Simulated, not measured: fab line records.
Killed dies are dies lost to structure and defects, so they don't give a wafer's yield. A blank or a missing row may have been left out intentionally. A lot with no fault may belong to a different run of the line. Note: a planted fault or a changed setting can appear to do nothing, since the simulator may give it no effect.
fab line records	flow n5_finfet
record lots=5	wafers=15	last_day=16
route steps=1938 shown MOL_CONTACT_COAG@568 BEOL_M4@1111 PASSIVATION@1936
lots untouched by any fault: they come from a run of this same line in which no faults occurred
start_h: the number of hours between the record's first day and the start of the first shown wafer of the lot	wait_h: hours since the lot's step before	" same as the row above	L1.1+2: a row that stands for several wafers	- no value present, or no start provided	* or withheld: withheld	< > ~ a bound
route shown NAME@n: a module of which the file shows steps, and the number in the route of the first	usual: mean and standard deviation over wafers with no fault	same: alike in all rows	chamber/n: place in a boat	sites: readings site by site	_std_site: the values' standard deviation	_edge_site: the outer-site mean with the inner-site mean subtracted	radius_mm: for every site, how far away it sits from the centre of the wafer	mask NAME#n: copy n	behind: the most recent tool/chamber to have shaped the wafer	hold: cause of the lot's hold/its duration in hours/its outcome	device: whichever transistor did not switch (one of n, p or np)	end of line: tests run on the same wafers once the route is complete	for a step that has no rows: nothing shown but its recipe	killed: dies that structure and defects cost at the first sort, which is not the same as the wafer's yield	map: shows each die of a wafer: x if killed, . if not, _ if none is there
set.NAME: the setting that was run; set.NAME@STEP: the one run at that earlier step	model.NAME: the simulator's own value behind a step, which no gauge read
lots at some steps of the route; a table a step, a row a wafer
services: a tool's chamber out of use, with start hour (start_h, from the record's first day; less than 0 if before it), hours out, and reason
## steps
# step N5_MOL_CONTACT_COAG_EBR_80
# recipe solvent=PGMEA	ebr_width_mm=1.5
# step N5_MOL_CONTACT_COAG_SOFTBAKE_79
# recipe temp_c=110	time_s=60	resist=CAR-EUV
# step N5_MOL_CONTACT_COAG_EXPOSE_81
# recipe mask_id=VG	na=0.33	source_shape=annular	sigma_inner=0.3	sigma_outer=0.7	polarization=unpolarized	defocus_nm=0	dose_mj=59.5
# step N5_MOL_CONTACT_COAG_PEB_82
# recipe peb_temp_c=100	peb_time_s=60	resist=CAR-EUV
# step N5_MOL_CONTACT_COAG_DEVELOP_83
# recipe develop_time_s=30	developer=TMAH	resist=CAR-EUV	rinse_liquid=surfactant_rinse	dry=air_spin	dev_temp_c=23
# step N5_MOL_CONTACT_COAG_DESCUM_88
# recipe chemistry=O2	time_s=7	source_power_w=50	bias_power_w=20	pressure_mtorr=20	rf_frequency_hz=2.712e+07	temp_c=40	resist=CAR-EUV	o2_flow_sccm=225
# step N5_MOL_CONTACT_COAG_ETCH_89
# recipe chemistry=N2/H2	target=underlayer	target_depth_a=130	mask_material=CAR-EUV	time_s=10.4	ion_energy_ev=200	pressure_mtorr=30	source_w=840	bias_w=150	n2_flow_sccm=200	h2_flow_sccm=200	ends=cleared
# step N5_MOL_CONTACT_COAG_ETCH_90
# recipe chemistry=CF4	target=SiARC	target_depth_a=130	mask_material=CAR-EUV	time_s=21.7	ion_energy_ev=80	pressure_mtorr=40	source_w=545	bias_w=36	Ar_flow_sccm=100	cf4_flow_sccm=100	ends=cleared
# step N5_MOL_CONTACT_COAG_ALD_131
# recipe material=SiO2	target_thk_a=50	temp_c=100	ald_precursor_family=BDEAS	ald_co_reactant=O2-plasma	pulse_time_s=1	co_reactant_pulse_time_s=1	purge_time_s=2	co_reactant_purge_time_s=2	ald_cycles=35	pressure_torr=2
# step N5_MOL_CONTACT_COAG_ETCHBACK_132
# recipe chemistry=CHF3	target=SiO2	target_depth_a=100	time_s=6.7	ion_energy_ev=200	pressure_mtorr=30	source_w=610	bias_w=170	Ar_flow_sccm=200	CHF3_flow_sccm=50
# usual CHF3_flow_sccm=49.99/0.13	bias_w=170.0/0.5	drypump_motor_current_A=5.8/0.43	oes_product_au=0.78/0.094	rf_vpp_V=526/11	showerhead_plenum_p_Torr=2.40/0.092	throttle_valve_pct=18.69/0.27
lot.wafer	tool	chamber	start_h	wait_h	CHF3_flow_sccm	bias_w	drypump_motor_current_A	oes_product_au	rf_hours_counter_h	rf_vpp_V	showerhead_plenum_p_Torr	throttle_valve_pct	model.CAR-EUV_of_MOL_CONTACT_COAG_COAT_78.thk_nm
L634.2	rie_diel-04	3	138.84	0.2	-	-	-	-	-	-	-	-	17.2
L634.3	"	0	"	"	-	-	-	-	-	-	-	-	17
L634.6	"	3	"	"	-	-	-	-	-	-	-	-	17.2
L635.2	rie_diel-05	3	142.74	0.2	-	-	-	-	-	-	-	-	17.2
L635.4	"	1	"	"	-	-	-	-	-	-	-	-	17
L635.6	"	3	"	"	-	-	-	-	-	-	-	-	16.8
L636.4	rie_diel-04	3	146.43	0.1	-	-	-	-	-	-	-	-	17.2
L636.5	"	1	"	"	-	-	-	-	-	-	-	-	17.2
L636.6	"	2	"	"	-	-	-	-	-	-	-	-	17.2
L642.1	rie_diel-04	2	185.96	0.1	49.88	170.0	5.4	0.72	184	542	2.27	18.67	15.4
L642.2	"	1	"	"	50.24	171.6	6.1	0.87	64	528	2.41	18.50	15.4
L642.5	"	2	"	"	49.99	170.3	5.4	0.72	-	540	2.27	18.69	15.2
L646.1	rie_diel-04	2	206.26	0.1	49.92	169.8	5.5	0.71	192	540	2.27	18.70	15.8
L646.3	"	3	"	"	49.95	169.4	5.7	0.95	3	531	2.43	18.50	15.8
L646.5	"	0	"	"	49.89	169.9	6.4	0.70	-	511	2.45	19.43	15.8
# step N5_MOL_CONTACT_COAG_ETCH_91
# recipe chemistry=N2/H2	target=SOC	target_depth_a=600	overetch_a=210	mask_material=SiARC	temp_c=40	time_s=101.2	ion_energy_ev=200	pressure_mtorr=30	source_w=840	bias_w=150	n2_flow_sccm=200	h2_flow_sccm=200
# usual drypump_motor_current_A=5.8/0.43	oes_product_au=0.66/0.075	rf_vpp_V=524.4/3	showerhead_plenum_p_Torr=2.56/0.1	throttle_valve_pct=17.78/0.26
lot.wafer	tool	chamber	start_h	wait_h	drypump_motor_current_A	oes_product_au	rf_hours_counter_h	rf_vpp_V	showerhead_plenum_p_Torr	throttle_valve_pct
L634.2	rie_diel-04	3	138.88	0.0	5.7	0.27	236	526.5	2.61	17.90
L634.3	"	0	"	"	6.4	0.27	224	526.9	2.60	18.30
L634.6	"	3	"	"	5.7	0.26	-	526.2	2.61	17.92
L635.2	rie_diel-05	3	142.78	0.0	5.7	0.27	206	523.7	2.51	17.67
L635.4	"	1	"	"	5.6	0.27	194	520.6	2.42	17.71
L635.6	"	3	"	"	5.7	0.26	-	523.1	2.51	17.66
L636.4	rie_diel-04	3	146.46	0.0	5.7	0.26	239	525.5	2.61	17.91
L636.5	"	1	"	"	6.1	0.33	-	524.5	2.59	17.56
L636.6	"	2	"	"	5.5	0.27	-	521.1	2.44	17.77
L642.1	rie_diel-04	2	185.99	0.0	5.5	0.61	184	520.4	2.43	17.85
L642.2	"	1	"	"	6.1	0.70	64	526.1	2.59	17.65
L642.5	"	2	"	"	5.5	0.60	-	520.6	2.43	17.86
L646.1	rie_diel-04	2	206.30	0.0	5.5	0.60	192	520.8	2.43	17.89
L646.3	"	3	"	"	5.7	0.80	3	525.3	2.60	17.58
L646.5	"	0	"	"	6.4	0.59	-	525.4	2.59	18.41
# step N5_MOL_CONTACT_COAG_STRIP_92
# recipe chemistry=N2/H2	temp_c=40	n2_flow_sccm=200	h2_flow_sccm=200	rf_frequency_hz=6e+07
# step N5_MOL_CONTACT_COAG_STRIP_93
# recipe chemistry=N2/H2	temp_c=40	n2_flow_sccm=200	h2_flow_sccm=200	rf_frequency_hz=6e+07
# step N5_MOL_CONTACT_COAG_ETCHBACK_135
# recipe chemistry=CHF3	target=SiO2	target_depth_a=250	time_s=16.7	ion_energy_ev=200	pressure_mtorr=30	source_w=610	bias_w=170	Ar_flow_sccm=200	CHF3_flow_sccm=50
# step N5_MOL_CONTACT_COAG_STRIP_118
# recipe chemistry=CHF3	resist=SiARC	rf_frequency_hz=6e+07
# step N5_MOL_CONTACT_COAG_VIA_ETCH_46
# recipe chemistry=C4F6/O2	target_depth_a=460	overetch_a=92	mask_material=SOC	target=SiO2	bias_w=455	pressure_mtorr=10	time_s=40	source_w=325	Ar_flow_sccm=300	C4F6_flow_sccm=10	O2_flow_sccm=10	ion_energy_ev=575.3	ends=end_point
# step N5_MOL_CONTACT_COAG_STRIP_96
# recipe chemistry=N2/H2	power_w=500	temp_c=40	pressure_mtorr=50	rf_frequency_hz=6e+07	overash_fraction=0.3	bias_power_w=28	h2_frac=0.5	n2_flow_sccm=300	h2_flow_sccm=300
# step N5_MOL_CONTACT_COAG_ETCH_47
# recipe chemistry=CH3F/O2	target=SiNx	target_depth_a=270	mask_material=SiO2	stop_on=W	over_etch_frac=0.2	ion_energy_ev=120	endpoint=OES-CN	pressure_mtorr=30	source_w=395	bias_w=73	Ar_flow_sccm=150	CH3F_flow_sccm=30	O2_flow_sccm=20	ends=end_point
# usual drypump_motor_current_A=5.8/0.43	etch_rf_on_time_s=31.2/0.48	oes_product_au=0.70/0.083	rf_vpp_V=298/6.1	showerhead_plenum_p_Torr=2.01/0.08	throttle_valve_pct=16.32/0.27
lot.wafer	tool	chamber	start_h	wait_h	drypump_motor_current_A	etch_rf_on_time_s	oes_product_au	rf_hours_counter_h	rf_vpp_V	showerhead_plenum_p_Torr	throttle_valve_pct	model.etch.over_etch_s
L634.2	rie_diel-04	3	139.11	0.0	5.7	50.8	0.25	237	302	2.05	16.49	0
L634.3	"	0	"	"	6.4	50.8	0.27	224	288	2.07	16.94	0
L634.6	"	3	"	"	5.7	50.8	0.26	-	302	2.05	16.48	0
L635.2	rie_diel-05	3	143.01	0.0	5.7	50.8	0.27	206	302	1.97	16.26	0
L635.4	"	1	"	"	5.6	50.8	0.27	194	301	1.90	16.27	0
L635.6	"	3	"	"	5.7	50.8	0.26	-	302	1.97	16.27	0
L636.4	rie_diel-04	3	146.69	0.0	5.7	50.8	0.26	239	302	2.05	16.47	0
L636.5	"	1	"	"	6.1	50.8	0.32	-	299	2.03	16.07	0
L636.6	"	2	"	"	5.5	50.8	0.28	-	308	1.91	16.26	0
L642.1	rie_diel-04	2	186.22	0.0	5.5	30.8	0.64	184	306	1.90	16.32	5.138
L642.2	"	1	"	"	6.1	30.2	0.77	64	300	2.03	16.13	5.03
L642.5	"	2	"	"	5.5	31.3	0.64	-	307	1.90	16.33	5.209
L646.1	rie_diel-04	2	206.53	0.0	5.5	31.3	0.64	192	306	1.90	16.34	5.221
L646.3	"	3	"	"	5.7	30.4	0.85	4	303	2.04	16.10	5.07
L646.5	"	0	"	"	6.4	31.1	0.62	-	289	2.06	17.04	5.181
# step N5_MOL_CONTACT_COAG_STRIP_119
# recipe chemistry=N2/H2	time_s=30	power_w=1000	temp_c=250	pressure_mtorr=withheld	n2_flow_sccm=1750	h2_flow_sccm=3250
# step N5_MOL_CONTACT_COAG_PRECLEAN_144
# recipe chemistry=alkaline_clean	temp_c=60	time_s=60	do_ppb=50
# step N5_MOL_CONTACT_COAG_SRD_145
# recipe dry=ipa_marangoni	time_s=30	temp_c=23	rinse_liquid=diw
# step N5_MOL_CONTACT_COAG_CD_MEAS_137
# recipe target_cd_nm=16
# usual cd_nm=15.9/0.35
lot.wafer	tool	chamber	start_h	wait_h	cd_nm
L634.2	cd_sem-03	-	139.34	0.0	-
L634.3	"	-	"	"	-
L634.6	"	-	"	"	-
L635.2	cd_sem-02	-	143.24	0.0	-
L635.4	"	-	"	"	-
L635.6	"	-	"	"	-
L636.4	cd_sem-03	-	146.92	0.0	-
L636.5	"	-	"	"	-
L636.6	"	-	"	"	-
L642.1	cd_sem-03	-	186.45	0.0	15.7
L642.2	"	-	"	"	15.8
L642.5	"	-	"	"	15.4
L646.1	cd_sem-03	-	206.84	0.0	15.8
L646.3	"	-	"	"	15.8
L646.5	"	-	"	"	16.1
# step N5_MOL_CONTACT_COAG_COAT_62
# recipe resist=SOC	temp_c=250	time_s=60	spin_rpm=1500	resist_thk_nm=60
# step N5_BEOL_M4_RC_MEAS_101
# usual DIBL_N=36.5/1.8	DIBL_P=36.5/2.1	IOFF_N=0.17/0.031	IOFF_P=0.22/0.036	ION_N=677/11	ION_P=463/8	SS_N=71.6/0.61	SS_P=73.3/0.63	VT_N=249/3.1	VT_P=-250/3.3
lot.wafer	tool	chamber	start_h	wait_h	DIBL_N[mV/V]	DIBL_P[mV/V]	IOFF_N[nA/um]	IOFF_P[nA/um]	ION_N[uA/um]	ION_P[uA/um]	SS_N[mV/dec]	SS_P[mV/dec]	VT_N[mV]	VT_P[mV]
L642.1	prober-01	0	252.62	0.0	36.0	36.4	0.15	0.22	666	460	71.2	73.4	252	-247
L642.2	"	0	"	"	36.3	36.3	0.17	0.22	682	470	72.2	73.4	247	-248
L642.5	"	0	"	"	35.3	34.5	0.14	0.19	659	458	71.3	72.6	250	-250
L646.1	prober-02	0	277.34	0.0	40.0	39.8	0.21	0.25	674	458	72.4	74.4	246	-246
L646.3	"	0	"	"	36.5	34.6	0.13	0.19	649	454	71.9	72.9	254	-251
L646.5	"	0	"	"	38.7	38.6	0.17	0.23	680	468	72.4	73.4	249	-248
# step N5_PASSIVATION_PROBE_49
# usual defect_limited_yield=91.4/1.5	killed_at_M0_to_M3=35/11	killed_at_M4_up=16/7	killed_at_contacts=11/5.3	killed_at_front_end=37/11	killed_at_other=3.1/2.8	killed_dies=102/18	killed_on_rim=13/3.7	killed_open=69/15	killed_short=31/7.8	sort_bin_5_function=5.1/1.1	sort_bin_6_memory=3.2/0.69	sort_bin_8_speed=0.00/0.016	sort_n_pass=1078/18	sort_yield_pct=91.4/1.5
# same gross_dies=1180	killed_at_back_side=0	sort_bin_4_leakage[%]=0
lot.wafer	tool	chamber	start_h	wait_h	defect_limited_yield[%]	killed_at_M0_to_M3	killed_at_M4_up	killed_at_contacts	killed_at_front_end	killed_at_other	killed_dies	killed_on_rim	killed_open	killed_short	sort_bin_5_function[%]	sort_bin_6_memory[%]	sort_bin_8_speed[%]	sort_n_pass	sort_yield_pct[%]
L635.2	prober-01	-	313.48	0.1	0	39	14	1093	29	5	1180	152	57	41	95.9	3.6	0	0	0
L635.4	prober-01	-	313.58	0.2	0	55	13	1065	40	7	1180	152	66	49	96.4	3.2	0	0	0
L635.6	prober-01	-	313.68	0.3	0	51	25	1066	32	6	1180	152	76	49	95.3	3.9	0	0	0
L634.2	prober-02	-	318.13	0.1	0	24	5	1116	31	4	1180	152	52	24	96.9	2.8	0	0	0
L634.3	prober-02	-	318.18	0.1	0	31	17	1098	34	0	1180	152	61	29	96.4	3.4	0	0	0
L634.6	prober-02	-	318.33	0.3	0	27	16	1102	35	0	1180	152	67	25	96.7	3.0	0	0	0
L636.4	prober-01	-	330.15	0.2	0	17	18	1098	34	13	1180	152	66	27	96.1	3.5	0	0	0
L636.5	prober-01	-	330.20	0.2	0	26	32	1093	27	2	1180	152	71	30	96.4	3.2	0	0	0
L636.6	prober-01	-	330.25	0.3	0	35	14	1099	28	4	1180	152	52	35	96.9	2.8	0	0	0
# killed by level:class
L635.2 MOL_CONTACT_COAG:area_etchback=1080 MOL_CONTACT_COAG:geometric_particle:open=11 FIN_SAQP:geometric_particle:short=10 BEOL_M0_SAQP:geometric_particle:open=10 BEOL_M0_SAQP:geometric_particle:short=9 BEOL_M1:geometric_particle:open=7 FIN_SAQP:geometric_particle:open=5 DUMMY_GATE:geometric_particle:open=4
L635.4 MOL_CONTACT_COAG:area_etchback=1063 BEOL_M0_SAQP:geometric_particle:short=17 BEOL_M0_SAQP:geometric_particle:open=16 FIN_SAQP:geometric_particle:short=9 STI_FIN_REVEAL:geometric_particle:open=9 BEOL_M1:geometric_particle:open=7 FIN_SAQP:geometric_particle:open=5 BEOL_M0:geometric_particle:open=4
L635.6 MOL_CONTACT_COAG:area_etchback=1053 BEOL_M0_SAQP:geometric_particle:open=23 BEOL_M0_SAQP:geometric_particle:short=17 BEOL_M4:geometric_particle:open=10 FIN_SAQP:geometric_particle:short=9 MOL_CONTACT_COAG:geometric_particle:open=9 FIN_SAQP:geometric_particle:open=5 GATE_CUT:geometric_particle:short=5
L634.2 MOL_CONTACT_COAG:area_etchback=1104 BEOL_M0_SAQP:geometric_particle:open=13 MOL_CONTACT_COAG:geometric_particle:open=10 STI_FIN_REVEAL:geometric_particle:open=6 FIN_SAQP:geometric_particle:open=5 FIN_SAQP:geometric_particle:short=4 STI_FIN_REVEAL:geometric_particle:short=4 GATE_CUT:geometric_particle:short=3
L634.3 MOL_CONTACT_COAG:area_etchback=1090 BEOL_M1:geometric_particle:open=11 FIN_SAQP:geometric_particle:open=10 BEOL_M0_SAQP:geometric_particle:open=9 FIN_SAQP:geometric_particle:short=7 BEOL_M0_SAQP:geometric_particle:short=6 MOL_CONTACT_COAG:geometric_particle:open=5 STI_FIN_REVEAL:geometric_particle:open=4
L634.6 MOL_CONTACT_COAG:area_etchback=1088 FIN_SAQP:geometric_particle:open=10 BEOL_M1:geometric_particle:open=8 MOL_CONTACT_COAG:geometric_particle:short=7 STI_FIN_REVEAL:geometric_particle:open=7 MOL_CONTACT_COAG:geometric_particle:open=7 BEOL_M4:geometric_particle:open=7 BEOL_M3:geometric_particle:open=4
L636.4 MOL_CONTACT_COAG:area_etchback=1082 STI_FIN_REVEAL:geometric_particle:open=13 MOL_CONTACT_COAG:geometric_particle:open=13 BEOL_M3:geometric_particle:open=5 BEOL_M4:geometric_particle:open=5 GATE_CUT:geometric_particle:short=4 BEOL_M0_SAQP:geometric_particle:short=4 BEOL_M2:geometric_particle:open=4
L636.5 MOL_CONTACT_COAG:area_etchback=1074 BEOL_M4:geometric_particle:open=18 MOL_CONTACT_COAG:geometric_particle:open=13 BEOL_M1:geometric_particle:open=10 MOL_CONTACT_COAG:geometric_particle:short=6 GATE_CUT:geometric_particle:short=5 STI_FIN_REVEAL:geometric_particle:open=4 DUMMY_GATE:geometric_particle:open=4
L636.6 MOL_CONTACT_COAG:area_etchback=1092 BEOL_M1:geometric_particle:open=11 BEOL_M0_SAQP:geometric_particle:short=7 FIN_SAQP:geometric_particle:short=6 MOL_CONTACT_COAG:geometric_particle:open=5 BEOL_M1:geometric_particle:short=5 BEOL_M3:geometric_particle:open=5 BEOL_M7:geometric_particle:open=5
# map L634.2 (x killed, . not)
_________________xxxxxxxxxxxx________________
______________xxxxxxxxxxxxxxxxxx_____________
___________xxxxxxxxxxxxxxxxxxxxxxxx__________
__________xxxxxxxxxxxxxxxxxxxxxxxxxx_________
________xxxxxxxxxxxxxxxxxxxxxxxxxxxxxx_______
_______xxxxxxxxxxxxxxxxxxxxxxxxxxxxxxxx______
______xxxxxxxxxxxxxxxxxxxxxxxxxxxxxxxxxx_____
_____xxxxxxxxxxxxxxxxxxxxxxxxxxxxxxxxxxxx____
____xxxxxxxxxxxxxxxxxxxxxxxxxxxxxxxxxxxxxx___
___xxxxxxxxxxxxxxxxxxxxxxxxxxxxxxxxxxxxxxxx__
___xxxxxxxxxxxxxxxxxxxxxxxxxxxxxxxxxxxxxxxx__
__xxxxxxxxxxxxxxxxxxxxxxxxxxxxxxxxxxxxxxxxxx_
__xxxxxxxxxxxxxxxxxxxxxxxxxxxxxxxxxxxxxxxxxx_
_xxxxxxxxxxxxxxxxxxxxxxxxxxxxxxxxxxxxxxxxxxxx
_xxxxxxxxxxxxxxxxxxxxxxxxxxxxxxxxxxxxxxxxxxxx
_xxxxxxxxxxxxxxxxxxxxxxxxxxxxxxxxxxxxxxxxxxxx
_xxxxxxxxxxxxxxxxxxxxxxxxxxxxxxxxxxxxxxxxxxxx
_xxxxxxxxxxxxxxxxxxxxxxxxxxxxxxxxxxxxxxxxxxxx
_xxxxxxxxxxxxxxxxxxxxxxxxxxxxxxxxxxxxxxxxxxxx
_xxxxxxxxxxxxxxxxxxxxxxxxxxxxxxxxxxxxxxxxxxxx
_xxxxxxxxxxxxxxxxxxxxxxxxxxxxxxxxxxxxxxxxxxxx
__xxxxxxxxxxxxxxxxxxxxxxxxxxxxxxxxxxxxxxxxxx_
__xxxxxxxxxxxxxxxxxxxxxxxxxxxxxxxxxxxxxxxxxx_
___xxxxxxxxxxxxxxxxxxxxxxxxxxxxxxxxxxxxxxxx__
___xxxxxxxxxxxxxxxxxxxxxxxxxxxxxxxxxxxxxxxx__
____xxxxxxxxxxxxxxxxxxxxxxxxxxxxxxxxxxxxxx___
_____xxxxxxxxxxxxxxxxxxxxxxxxxxxxxxxxxxxx____
______xxxxxxxxxxxxxxxxxxxxxxxxxxxxxxxxxx_____
_______xxxxxxxxxxxxxxxxxxxxxxxxxxxxxxxx______
________xxxxxxxxxxxxxxxxxxxxxxxxxxxxxx_______
__________xxxxxxxxxxxxxxxxxxxxxxxxxx_________
___________xxxxxxxxxxxxxxxxxxxxxxxx__________
______________xxxxxxxxxxxxxxxxxx_____________
_________________xxxxxxxxxxxx________________
# map L635.2 (x killed, . not)
_________________xxxxxxxxxxxx________________
______________xxxxxxxxxxxxxxxxxx_____________
___________xxxxxxxxxxxxxxxxxxxxxxxx__________
__________xxxxxxxxxxxxxxxxxxxxxxxxxx_________
________xxxxxxxxxxxxxxxxxxxxxxxxxxxxxx_______
_______xxxxxxxxxxxxxxxxxxxxxxxxxxxxxxxx______
______xxxxxxxxxxxxxxxxxxxxxxxxxxxxxxxxxx_____
_____xxxxxxxxxxxxxxxxxxxxxxxxxxxxxxxxxxxx____
____xxxxxxxxxxxxxxxxxxxxxxxxxxxxxxxxxxxxxx___
___xxxxxxxxxxxxxxxxxxxxxxxxxxxxxxxxxxxxxxxx__
___xxxxxxxxxxxxxxxxxxxxxxxxxxxxxxxxxxxxxxxx__
__xxxxxxxxxxxxxxxxxxxxxxxxxxxxxxxxxxxxxxxxxx_
__xxxxxxxxxxxxxxxxxxxxxxxxxxxxxxxxxxxxxxxxxx_
_xxxxxxxxxxxxxxxxxxxxxxxxxxxxxxxxxxxxxxxxxxxx
_xxxxxxxxxxxxxxxxxxxxxxxxxxxxxxxxxxxxxxxxxxxx
_xxxxxxxxxxxxxxxxxxxxxxxxxxxxxxxxxxxxxxxxxxxx
_xxxxxxxxxxxxxxxxxxxxxxxxxxxxxxxxxxxxxxxxxxxx
_xxxxxxxxxxxxxxxxxxxxxxxxxxxxxxxxxxxxxxxxxxxx
_xxxxxxxxxxxxxxxxxxxxxxxxxxxxxxxxxxxxxxxxxxxx
_xxxxxxxxxxxxxxxxxxxxxxxxxxxxxxxxxxxxxxxxxxxx
_xxxxxxxxxxxxxxxxxxxxxxxxxxxxxxxxxxxxxxxxxxxx
__xxxxxxxxxxxxxxxxxxxxxxxxxxxxxxxxxxxxxxxxxx_
__xxxxxxxxxxxxxxxxxxxxxxxxxxxxxxxxxxxxxxxxxx_
___xxxxxxxxxxxxxxxxxxxxxxxxxxxxxxxxxxxxxxxx__
___xxxxxxxxxxxxxxxxxxxxxxxxxxxxxxxxxxxxxxxx__
____xxxxxxxxxxxxxxxxxxxxxxxxxxxxxxxxxxxxxx___
_____xxxxxxxxxxxxxxxxxxxxxxxxxxxxxxxxxxxx____
______xxxxxxxxxxxxxxxxxxxxxxxxxxxxxxxxxx_____
_______xxxxxxxxxxxxxxxxxxxxxxxxxxxxxxxx______
________xxxxxxxxxxxxxxxxxxxxxxxxxxxxxx_______
__________xxxxxxxxxxxxxxxxxxxxxxxxxx_________
___________xxxxxxxxxxxxxxxxxxxxxxxx__________
______________xxxxxxxxxxxxxxxxxx_____________
_________________xxxxxxxxxxxx________________
## services
tool	chamber	start_h	hours	kind
rie_diel-04	2	122.02	1.8	repair
rie_diel-05	0	166.50	3.8	repair
rie_diel-05	3	168.28	4.5	repair
rie_diel-04	3	176.86	-	clean
rie_diel-04	3	176.86	-	consumable_replace:focus_ring
rie_diel-04	3	176.86	19.3	scheduled_down
rie_diel-04	3	176.86	19.3	vent_cycle
## key
first_sign step=N5_MOL_CONTACT_COAG_ETCHBACK_132	reading=tool_record	direction=missing
effect step=N5_MOL_CONTACT_COAG_ETCH_91	reading=oes_product_au	direction=down	sigmas=5.2	usual=0.66	struck=0.27
effect step=N5_MOL_CONTACT_COAG_ETCH_47	reading=etch_rf_on_time_s	direction=up	sigmas=41	usual=*	struck=*
effect step=N5_MOL_CONTACT_COAG_CD_MEAS_137	reading=cd_nm	direction=missing
effect step=N5_PASSIVATION_PROBE_49	reading=killed_at_contacts	direction=up	sigmas=99+	usual=11	struck=1092
model_effect step=N5_MOL_CONTACT_COAG_ETCHBACK_132	value=CAR-EUV_of_MOL_CONTACT_COAG_COAT_78.thk_nm	without=15.64	struck=17.11
model_effect step=N5_MOL_CONTACT_COAG_ETCH_47	value=etch.over_etch_s	without=5.179	struck=0
more_kills_born_at N5_MOL_CONTACT_COAG_ETCHBACK_132@rie_diel-04=6530	N5_MOL_CONTACT_COAG_ETCHBACK_132@rie_diel-05=3196
met_at N5_MOL_CONTACT_COAG_ETCHBACK_132
struck_wafers L634.2,L634.3,L634.6,L635.2,L635.4,L635.6,L636.4,L636.5,L636.6
later_rows_left_out L634.2,L634.3,L634.6,L635.2,L635.4,L635.6,L636.4,L636.5,L636.6
fault kind=skipped_step_whole	tool=rie_diel-04,rie_diel-05	chamber=-	onset_h=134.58	steps=N5_MOL_CONTACT_COAG_ETCHBACK_132	scope=struck_lots_only
# later_rows_left_out: the simulator's readings of these wafers behind a module that went badly wrong aren't trusted and aren't shown, but for the sort
